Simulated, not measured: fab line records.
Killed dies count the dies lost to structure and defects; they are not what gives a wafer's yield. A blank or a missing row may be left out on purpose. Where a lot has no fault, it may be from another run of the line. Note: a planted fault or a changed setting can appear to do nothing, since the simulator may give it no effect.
Matching of chambers | flow n5Finfet | pecvd-02 running N5_BEOL_M1_ILD_DEP_00: 3 sister chambers
The step deposits SiOC from DEMS/O2, target thk 79 nm, time 15.3 s. 16 wafers are shown with their chamber, then 8 later ones without.

== WAFERS WITH THEIR CHAMBER ==
wafer  | chamber | throttleValvePct (%) | heaterPowerW (W) | showerheadPlenumPTorr (Torr)
L074.1 | 0       | 12.4                 | 422              | 5.686
L074.3 | 1       | 12.2                 | 449              | 5.683
L074.5 | 0       | 12.5                 | 423              | 5.686
L075.2 | 2       | 11.7                 | 702              | 5.667
L075.4 | 2       | 11.6                 | 563              | 5.688
L075.5 | 0       | 12.5                 | 506              | 5.686
L083.1 | 2       | 11.6                 | 670              | 5.680
L083.2 | 1       | 12.0                 | 429              | 5.680
L083.4 | 0       | 12.7                 | 468              | 5.674
L088.2 | 2       | 11.8                 | 624              | 5.688
L088.3 | 1       | 12.3                 | 457              | 5.684
L088.5 | 1       | 12.0                 | 459              | 5.691
L095.2 | 0       | 12.4                 | 482              | 5.682
L095.5 | 0       | 12.7                 | 486              | 5.690
L095.6 | 2       | 11.6                 | 596              | 5.654
L091.1 | 1       | 12.0                 | 472              | 5.695

SIGNATURES (means of the wafers above)
reading               | chamber 0 | chamber 1 | chamber 2 | scatter within a chamber
throttleValvePct      | 12.533    | 12.100    | 11.660    | 0.126
heaterPowerW          | 464.50    | 453.20    | 631.00    | 38.7
showerheadPlenumPTorr | 5.68400   | 5.68660   | 5.67540   | 0.0095
Rule: distance of a wafer from a chamber = root of the sum over the readings of ((wafer's reading minus chamber's mean) / reading's scatter) squared. The wafer belongs to the nearest chamber; if the next one is less than 2 further off, it can't be placed. The scatter: take each reading less its chamber's mean, square it, sum over the shown wafers, divide by the number of wafers less the number of chambers, and take the root.

== WAFERS WITH NO CHAMBER GIVEN ==
wafer  | throttleValvePct (%) | heaterPowerW (W) | showerheadPlenumPTorr (Torr)
L091.2 | 12.8                 | 401              | 5.681
L091.3 | 11.7                 | 666              | 5.686
L092.2 | 11.8                 | 628              | 5.667
L092.4 | 12.5                 | 492              | 5.702
L092.6 | 12.3                 | 495              | 5.688
L097.1 | 12.0                 | 648              | 5.678
L097.3 | 12.4                 | 478              | 5.690
L097.6 | 12.2                 | 496              | 5.669

== WHICH CHAMBER EACH ONE RAN IN ==
wafer  | from the rows above     | in truth
L091.2 | 0                       | 0
L091.3 | 2                       | 2
L092.2 | 2                       | 2
L092.4 | can't be placed: 0 or 1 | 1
L092.6 | can't be placed: 1 or 0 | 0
L097.1 | 2                       | 2
L097.3 | can't be placed: 0 or 1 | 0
L097.6 | can't be placed: 1 or 0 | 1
Placed correctly: 4 of 8. From these rows, 4 cannot be placed; in 4 the true chamber is one of the candidates. 0 placed wrongly.
